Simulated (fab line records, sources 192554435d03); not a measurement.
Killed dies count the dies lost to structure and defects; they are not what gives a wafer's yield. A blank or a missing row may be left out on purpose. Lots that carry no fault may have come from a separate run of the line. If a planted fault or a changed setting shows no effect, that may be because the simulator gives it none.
Matching of chambers || flow n5Finfet || N5_GATE_CUT_ETCH_58 on rieDiel-03 has 4 sister chambers
The step etches SiNx in CH3F/O2, target depth 17 nm, time 128.6 s. 4 wafers are shown with their chamber, then 11 later ones without.

## EACH WAFER AND ITS CHAMBER
{"wafer": "L079.1", "chamber": 3, "showerheadPlenumPTorr (Torr)": 1.88}
{"wafer": "L084.3", "chamber": 0, "showerheadPlenumPTorr (Torr)": 2.01}
{"wafer": "L084.6", "chamber": 2, "showerheadPlenumPTorr (Torr)": 2.03}
{"wafer": "L086.3", "chamber": 1, "showerheadPlenumPTorr (Torr)": 1.91}

## WAFERS WITHOUT THEIR CHAMBER
{"wafer": "L086.4", "showerheadPlenumPTorr (Torr)": 2.01}
{"wafer": "L086.5", "showerheadPlenumPTorr (Torr)": 2.02}
{"wafer": "L089.1", "showerheadPlenumPTorr (Torr)": 2.14}
{"wafer": "L089.2", "showerheadPlenumPTorr (Torr)": 1.91}
{"wafer": "L089.4", "showerheadPlenumPTorr (Torr)": 1.91}
{"wafer": "L092.4", "showerheadPlenumPTorr (Torr)": 2.00}
{"wafer": "L092.5", "showerheadPlenumPTorr (Torr)": 2.02}
{"wafer": "L092.6", "showerheadPlenumPTorr (Torr)": 2.14}
{"wafer": "L097.1", "showerheadPlenumPTorr (Torr)": 2.02}
{"wafer": "L097.3", "showerheadPlenumPTorr (Torr)": 1.91}
{"wafer": "L097.6", "showerheadPlenumPTorr (Torr)": 2.13}

## WHICH CHAMBER EACH ONE RAN IN
{"wafer": "L086.4", "from the rows above": "can't be placed: 0 or 2 or 1", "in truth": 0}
{"wafer": "L086.5", "from the rows above": "can't be placed: 2 or 0 or 1", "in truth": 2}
{"wafer": "L089.1", "from the rows above": "can't be placed: 2 or 0", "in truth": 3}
{"wafer": "L089.2", "from the rows above": "can't be placed: 1 or 3 or 0", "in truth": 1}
{"wafer": "L089.4", "from the rows above": "can't be placed: 1 or 3 or 0", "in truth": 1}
{"wafer": "L092.4", "from the rows above": "can't be placed: 0 or 2 or 1 or 3", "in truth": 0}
{"wafer": "L092.5", "from the rows above": "can't be placed: 2 or 0 or 1", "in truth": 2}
{"wafer": "L092.6", "from the rows above": "can't be placed: 2 or 0", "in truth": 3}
{"wafer": "L097.1", "from the rows above": "can't be placed: 2 or 0 or 1", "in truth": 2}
{"wafer": "L097.3", "from the rows above": "can't be placed: 1 or 3 or 0", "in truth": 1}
{"wafer": "L097.6", "from the rows above": "can't be placed: 2 or 0", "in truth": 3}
0 of 11 placed correctly. From these rows, 11 cannot be placed; in 8 the true chamber is one of the candidates. Number placed wrongly: 0.
How it was worked out, from the rows above alone: a wafer's distance from a chamber is the root of the sum, over the readings, of the square of ((its reading less the chamber's mean) divided by the reading's scatter). The wafer belongs to the nearest chamber; if the next one is less than 2 further off, it can't be placed. A chamber's mean is the mean of its shown wafers. The scatter (one wafer shown for each chamber): square how far every hidden wafer sits from the nearest shown wafer, average those squares and take the square root.
